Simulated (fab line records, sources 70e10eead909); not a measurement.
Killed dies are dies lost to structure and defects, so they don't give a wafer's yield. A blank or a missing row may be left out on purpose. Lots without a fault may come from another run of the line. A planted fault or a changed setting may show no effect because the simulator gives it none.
A struck lot beside a sound one | flow nand_harc | 34 steps out of a route of 1159
Sound: wafers L753.1, L753.2, L753.4. Struck: wafers L749.2, L749.5, L749.6. The cause comes at the end.
At each step with rows: each side's tool, then ch and its chambers, then its first start. Under that, the readings that differ: sound wafers | struck wafers | difference of the means | sigmas: that difference in standard deviations of wafers without a fault.
alike: readings whose means differ by less than 2 such deviations, and words and numbers that are the same on both sides. not compared: withheld readings, readings that some wafer has no value for, bounds like >300 that may hide the same value, and numbers for which the record gives no deviation and whose values overlap.
The two part at a step that has a row with sigmas, a row that says differs or no value, or rows on one side only. Numbers that don't overlap but have no deviation are shown without sigmas and don't part them. A reading that every wafer of one side lacks parts them only if that side has two wafers or more.

first, 5 steps without rows for these wafers: NHARC_A_ONON_D1_DEP_19 (target thk 1000 nm); NHARC_A_ONON_D1_DEP_22 (target thk 1000 nm); NHARC_A_ONON_D1_DEP_25 (target thk 1000 nm); NHARC_A_ONON_D1_DEP_28 (target thk 1000 nm); NHARC_A_ONON_D1_DEP_33 (deposits SiO2, target thk 200 nm).
NHARC_A_CHANNEL_HOLE_D1_DEP_00: deposits aC, target thk 3100 nm.
  sound on acl_dep-02 ch 0, day 13 11:26; struck on acl_dep-01 ch 0, day 12 11:23
  reading              | sound                | struck | difference                    | sigmas
  susceptor_temp_C (C) | 399.72 399.65 400.07 | - - -  | no value on the struck wafers |
  alike: throttle_valve_pct
then, 11 steps without rows for these wafers: NHARC_A_CHANNEL_HOLE_D1_DEP_01 (deposits SiON, target thk 140 nm); NHARC_A_CHANNEL_HOLE_D1_DEHYDRATE_02 (time 120 s); NHARC_A_CHANNEL_HOLE_D1_HMDS_03 (time 30 s); NHARC_A_CHANNEL_HOLE_D1_COAT_36 (time 75 s); NHARC_A_CHANNEL_HOLE_D1_COAT_37 (time 65 s); NHARC_A_CHANNEL_HOLE_D1_COAT_04 (resist thk 90 nm); NHARC_A_CHANNEL_HOLE_D1_SOFTBAKE_05 (time 55 s); NHARC_A_CHANNEL_HOLE_D1_EBR_06; NHARC_A_CHANNEL_HOLE_D1_EXPOSE_07 (exposes mask HOLE D1, target cd 100 nm); NHARC_A_CHANNEL_HOLE_D1_PEB_08 (peb time 65 s); NHARC_A_CHANNEL_HOLE_D1_DEVELOP_09 (develop time 35 s).
NHARC_A_CHANNEL_HOLE_D1_INSPECT_12:
  sound on defect_inspect-01, day 13 19:54; struck on defect_inspect-02, day 12 13:59
  reading          | sound  | struck      | difference | sigmas
  raw_defect_count | 0 5 10 | 372 344 322 | +341       | +99 or more
then, 14 steps without rows for these wafers: NHARC_A_CHANNEL_HOLE_D1_DESCUM_15 (chemistry O2, time 3 s); NHARC_A_CHANNEL_HOLE_D1_ETCH_38 (etches the open film in CF4, target depth 39 nm, time 65 s); NHARC_A_CHANNEL_HOLE_D1_ETCH_39 (etches the open film in N2/H2, target depth 260 nm, time 325 s); NHARC_A_CHANNEL_HOLE_D1_ETCH_34 (etches the open film in CF4/CHF3, target depth 154 nm, time 77 s); NHARC_A_CHANNEL_HOLE_D1_ETCH_16 (etches the open film in O2/COS, target depth 3100 nm, time 806 s); NHARC_A_CHANNEL_HOLE_D1_ETCH_19 (etches the open film in C4F8/O2/Ar, time 34.5 s); NHARC_A_CHANNEL_HOLE_D1_ETCH_20 (etches the open film in C4F8/O2/Ar, time 361.9 s, target depth 1600 nm); NHARC_A_CHANNEL_HOLE_D1_ETCH_21 (etches the open film in C4F8/O2/Ar, time 514.3 s, target depth 1600 nm); NHARC_A_CHANNEL_HOLE_D1_ETCH_22 (etches the open film in C4F8/O2/Ar, time 666.7 s, target depth 1600 nm); NHARC_A_CHANNEL_HOLE_D1_ETCH_23 (etches the open film in C4F8/O2/Ar, time 819 s, target depth 1600 nm); NHARC_A_CHANNEL_HOLE_D1_ETCH_24 (etches the open film in C4F8/O2/Ar, time 906.2 s, target depth 1500 nm); NHARC_A_CHANNEL_HOLE_D1_ETCH_25 (etches the open film in C4F8/O2/Ar, time 1040.2 s, target depth 1500 nm); NHARC_A_CHANNEL_HOLE_D1_ETCH_26 (etches the open film in C4F8/O2/Ar, time 224.1 s, target depth 300 nm); NHARC_A_CHANNEL_HOLE_D1_ETCH_33 (etches the open film in C4F8/O2/Ar, time 90 s, target depth 400 nm).
NHARC_A_CHANNEL_HOLE_D1_INSPECT_40:
  sound on defect_inspect-01, day 14 07:03; struck on defect_inspect-02, day 12 21:06
  reading          | sound    | struck      | difference | sigmas
  raw_defect_count | 69 68 80 | 436 452 402 | +358       | +19
-- the record jumps here: 11 days lie between the struck wafers' starts before and after (it left off in module A_CHANNEL_HOLE_D1 and takes up again in module END, whose first step shown is number 1159 of the route) --
NHARC_END_SORT_01:
  the record has rows for the struck wafers here (prober-01 ch 0, day 24 06:43) and none for the sound ones

WHERE THEY PART
First at NHARC_A_CHANNEL_HOLE_D1_DEP_00; last, within this record, at NHARC_END_SORT_01.

WHY: what the simulator had put in
Chamber particle source: acl_dep-01, from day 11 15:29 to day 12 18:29, at NHARC_A_CHANNEL_HOLE_D1_DEP_00. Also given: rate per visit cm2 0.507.
